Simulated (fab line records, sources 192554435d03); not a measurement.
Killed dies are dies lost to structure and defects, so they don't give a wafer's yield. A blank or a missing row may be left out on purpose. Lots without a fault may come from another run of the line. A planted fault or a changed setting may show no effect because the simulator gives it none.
Which tool did it? | flow n5_finfet | 9 lots, 27 wafers sampled, at 6 steps of a route of 1938

WHAT THE GAUGES READ, wafer by wafer
N5_GATE_CUT_INSPECT_26: inspects for defects (darkfield).
lot  | measured     | on                | raw_defect_count
L934 | day 5 09:38  | defect_inspect-01 | 50 35 52
L935 | day 5 15:59  | defect_inspect-01 | 45 19 35
L939 | day 7 03:11  | defect_inspect-02 | 42 48 26
L944 | day 8 04:50  | defect_inspect-01 | 54 29 38
L947 | day 9 03:49  | defect_inspect-02 | 54 55 43
L948 | day 9 11:26  | defect_inspect-01 | 44 90 55
L949 | day 9 13:08  | defect_inspect-02 | 36 39 50
L950 | day 9 20:28  | defect_inspect-01 | 43 55 39
L954 | day 10 15:10 | defect_inspect-01 | 87 57 51

N5_BEOL_M4_RC_MEAS_101.
lot  | measured     | on        | DIBL_N (mV/V)  | DIBL_P (mV/V)  | IOFF_N (nA/um)    | IOFF_P (nA/um)    | ION_N (uA/um) | ION_P (uA/um) | SS_N (mV/dec)  | SS_P (mV/dec)  | VT_N (mV)         | VT_P (mV)
L934 | day 8 06:36  | prober-02 | 37.0 35.4 34.7 | 37.7 36.0 35.2 | 0.187 0.150 0.138 | 0.214 0.183 0.173 | 688 673 665   | 461 456 456   | 72.5 71.9 71.7 | 73.3 73.1 72.8 | 246.9 251.1 250.6 | -248.0 -253.8 -253.1
L935 | day 8 20:59  | prober-01 | 36.0 36.0 36.9 | 36.0 35.6 37.8 | 0.149 0.144 0.173 | 0.187 0.178 0.210 | 658 661 673   | 446 452 458   | 71.7 71.4 72.4 | 73.1 73.0 73.6 | 253.4 253.4 250.8 | -250.9 -251.6 -251.3
L939 | day 10 18:01 | prober-01 | 36.1 35.7 37.2 | 37.7 37.2 39.5 | 0.172 0.164 0.199 | 0.219 0.210 0.248 | 683 677 689   | 464 464 465   | 71.6 72.1 72.6 | 73.4 73.6 75.0 | 248.2 248.6 244.6 | -248.6 -251.2 -247.5
L944 | day 11 14:11 | prober-02 | 36.5 37.9 38.2 | 37.6 39.0 39.6 | 0.160 0.177 0.188 | 0.190 0.217 0.213 | 662 671 659   | 452 462 452   | 71.1 71.5 72.3 | 73.3 73.3 73.2 | 250.8 249.7 244.9 | -252.2 -253.4 -249.8
L947 | day 12 05:11 | prober-02 | 36.0 34.2 35.2 | 36.7 33.7 34.7 | 0.159 0.129 0.141 | 0.232 0.190 0.192 | 679 670 663   | 466 463 457   | 72.1 71.5 71.1 | 73.3 72.7 72.7 | 249.3 251.4 250.4 | -248.2 -248.6 -251.4
L948 | day 12 18:50 | prober-02 | 35.7 35.6 35.6 | 36.6 36.9 36.2 | 0.176 0.173 0.174 | 0.214 0.209 0.202 | 678 675 682   | 460 461 459   | 71.9 72.3 72.5 | 73.4 73.1 73.6 | 248.0 249.2 247.9 | -253.1 -250.9 -251.1
L949 | day 12 16:58 | prober-01 | 33.7 32.4 34.8 | 35.5 33.5 36.5 | 0.131 0.114 0.151 | 0.181 0.160 0.200 | 664 662 660   | 459 455 454   | 71.2 71.1 70.9 | 72.7 72.2 73.3 | 252.4 254.5 249.7 | -252.3 -253.9 -249.8
L950 | day 12 22:29 | prober-01 | 36.5 35.7 34.4 | 36.7 35.6 34.3 | 0.186 0.168 0.150 | 0.219 0.209 0.187 | 677 691 681   | 459 464 463   | 71.7 71.4 71.3 | 73.8 73.6 73.1 | 248.8 247.4 251.1 | -249.0 -251.4 -252.3
L954 | day 13 19:11 | prober-02 | 36.3 36.1 38.6 | 38.1 38.3 40.1 | 0.159 0.160 0.200 | 0.214 0.214 0.258 | 680 672 682   | 465 465 469   | 71.2 71.2 72.3 | 73.8 73.3 74.7 | 251.0 251.5 247.2 | -251.5 -250.7 -249.7

WHICH TOOL RAN EACH LOT (tool, then ch and the chambers of the sampled wafers, then the start)
lot  | N5_GATE_CUT_STRIP_21                 | N5_GATE_CUT_CMP_61            | N5_MOL_CONTACT_COAG_COAT_104      | N5_MOL_CONTACT_COAG_ETCH_105
L934 | plasma_asher-02 ch 0,1, day 5 06:58  | cmp-01 ch 1,2,3, day 5 09:26  | litho_track-01 ch 0, day 5 09:40  | rie_diel-01 ch 0,1,3, day 5 10:07
L935 | plasma_asher-01 ch 0,1, day 5 13:13  | cmp-04 ch 0,2,3, day 5 15:47  | litho_track-01 ch 0, day 5 16:01  | rie_diel-03 ch 0,2,3, day 5 16:35
L939 | plasma_asher-02 ch 0,1, day 7 00:08  | cmp-04 ch 0,1,2, day 7 02:58  | litho_track-03 ch 0, day 7 03:14  | rie_diel-01 ch 0,1,3, day 7 03:40
L944 | plasma_asher-02 ch 0,1, day 7 23:16  | cmp-01 ch 1,2,3, day 8 04:36  | litho_track-01 ch 0, day 8 04:52  | rie_diel-04 ch 0,1,2, day 8 06:11
L947 | plasma_asher-02 ch 0,1, day 9 01:03  | cmp-02 ch 0,2,3, day 9 03:35  | litho_track-01 ch 0, day 9 03:51  | rie_diel-04 ch 0,1,3, day 9 04:44
L948 | plasma_asher-02 ch 0,1, day 9 08:45  | cmp-04 ch 1,3, day 9 11:12    | litho_track-03 ch 0, day 9 11:28  | rie_diel-01 ch 2,3, day 9 12:05
L949 | plasma_asher-02 ch 1, day 9 10:28    | cmp-02 ch 1,2,3, day 9 12:58  | litho_track-01 ch 0, day 9 13:10  | rie_diel-04 ch 1,2,3, day 9 13:39
L950 | plasma_asher-02 ch 0,1, day 9 17:43  | cmp-01 ch 1,3, day 9 20:16    | litho_track-05 ch 0, day 9 20:30  | rie_diel-01 ch 0,2,3, day 9 21:04
L954 | plasma_asher-02 ch 0,1, day 10 11:43 | cmp-02 ch 0,1,3, day 10 14:56 | litho_track-05 ch 0, day 10 15:12 | rie_diel-01 ch 0,3, day 10 15:47
- N5_GATE_CUT_STRIP_21: strips in N2/H2, time 30 s.
- N5_GATE_CUT_CMP_61: polishes, stops on SiNx, t overpolish 3 s.
- N5_MOL_CONTACT_COAG_COAT_104: time 60 s, resist thk 12 nm.
- N5_MOL_CONTACT_COAG_ETCH_105: etches SiARC in CF4, target depth 15.6 nm, time 26 s.

WHAT THE TOOLS THEMSELVES READ (means of the sampled wafers that have a number; where no wafer has one, the mark that the record gives instead)
N5_GATE_CUT_STRIP_21.
lot  | tool            | drypump_motor_current_A (A) | heater_power_w (W)
L934 | plasma_asher-02 | 5.79                        | 359
L935 | plasma_asher-01 | 5.86                        | 324
L939 | plasma_asher-02 | 5.84                        | 383
L944 | plasma_asher-02 | 5.86                        | 386
L947 | plasma_asher-02 | 5.81                        | 358
L948 | plasma_asher-02 | 5.80                        | 355
L949 | plasma_asher-02 | 5.77                        | 327
L950 | plasma_asher-02 | 5.88                        | 380
L954 | plasma_asher-02 | 5.84                        | 379

N5_GATE_CUT_CMP_61.
lot  | tool   | motor_current_A (A) | retaining_ring_pressure_frac | slurry_flow_ml_min
L934 | cmp-01 | 13.2                | 1.002                        | 149.7
L935 | cmp-04 | 11.4                | 1.003                        | 149.5
L939 | cmp-04 | 11.9                | 0.999                        | 150.3
L944 | cmp-01 | 13.3                | 1.007                        | 150.1
L947 | cmp-02 | 12.4                | 0.996                        | 149.8
L948 | cmp-04 | 13.7                | 0.997                        | 149.9
L949 | cmp-02 | 12.4                | 1.002                        | 150.1
L950 | cmp-01 | 13.1                | 0.992                        | 150.2
L954 | cmp-02 | 12.4                | 1.000                        | 150.1

N5_MOL_CONTACT_COAG_COAT_104.
lot  | tool           | spin_speed_rpm (rpm)
L934 | litho_track-01 | 1500.0
L935 | litho_track-01 | 1500.5
L939 | litho_track-03 | 1498.6
L944 | litho_track-01 | 1242.9
L947 | litho_track-01 | 1244.3
L948 | litho_track-03 | 1501.5
L949 | litho_track-01 | 1242.2
L950 | litho_track-05 | 1499.0
L954 | litho_track-05 | 1499.9

N5_MOL_CONTACT_COAG_ETCH_105.
lot  | tool        | drypump_motor_current_A (A) | etch_rf_on_time_s (s) | oes_product_au (a.u.) | rf_vpp_V (V) | showerhead_plenum_p_Torr (Torr) | throttle_valve_pct (%)
L934 | rie_diel-01 | 6.4                         | 25.5                  | 0.74                  | 185.3        | 2.20                            | 15.69
L935 | rie_diel-03 | 5.8                         | 26.3                  | 0.61                  | 184.7        | 2.15                            | 15.69
L939 | rie_diel-01 | 6.4                         | 25.8                  | 0.71                  | 184.5        | 2.19                            | 15.71
L944 | rie_diel-04 | 5.4                         | 28.7                  | 0.63                  | 184.7        | 2.16                            | 15.80
L947 | rie_diel-04 | 5.7                         | 28.6                  | 0.69                  | 184.2        | 2.15                            | 15.61
L948 | rie_diel-01 | 6.0                         | 25.8                  | 0.66                  | 184.1        | 2.16                            | 15.57
L949 | rie_diel-04 | 5.7                         | 28.4                  | 0.69                  | 183.7        | 2.15                            | 15.70
L950 | rie_diel-01 | 6.1                         | 25.9                  | 0.69                  | 184.4        | 2.20                            | 15.63
L954 | rie_diel-01 | 6.3                         | 26.4                  | 0.72                  | 184.7        | 2.23                            | 15.68

THE ANSWER, worked out from the rows above alone
Rule: what is usual is taken from the lots themselves. Put in order of their means at a reading, lots are off if they are a third of the lots or fewer, leave a main group of 4 or more, and stand apart from it by a gap of 3 or more times the standard deviation of the main group's means; of several such gaps the widest counts. A main group whose means are all the same, to the digits that the tables above print for the reading, isn't used. A lot without any number at a reading at which 4 lots or more have one is off too. The other lots that the step has rows for count as sound. The gauges are gone through in route order, then the tools' own readings, and for those a lot's mean is taken as printed above. The first step at which some lot is off is used, and at that step the reading that is off furthest; a lot without a number counts as furthest.
Off: L944, L947, L949, at N5_MOL_CONTACT_COAG_COAT_104 (spin_speed_rpm). The main group: mean 1499.9 rpm, standard deviation 0.95.
A tool fits if, at that step or a process step before it, it ran every lot that is off, and no sound lot after the first of them. One fits: litho_track-01 at N5_MOL_CONTACT_COAG_COAT_104. Its last sound lot is L935 (day 5 16:01), its first lot that is off L944 (day 8 04:52): a fault that began between those two fits.
The tool's own readings at N5_MOL_CONTACT_COAG_COAT_104 bear it out: on the lots that are off they differ by more than 5 times the standard deviation of the sound lots' means. spin_speed_rpm reads 1243.1 rpm there against 1499.9 rpm on the sound lots.

WHAT THE SIMULATOR HAD PUT IN
Process parameter drift: litho_track-01, from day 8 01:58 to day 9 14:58, at N5_MOL_CONTACT_COAG_COAT_104. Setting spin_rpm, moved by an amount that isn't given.
Lots struck among those shown: L944, L947, L949. The rule above found the same.
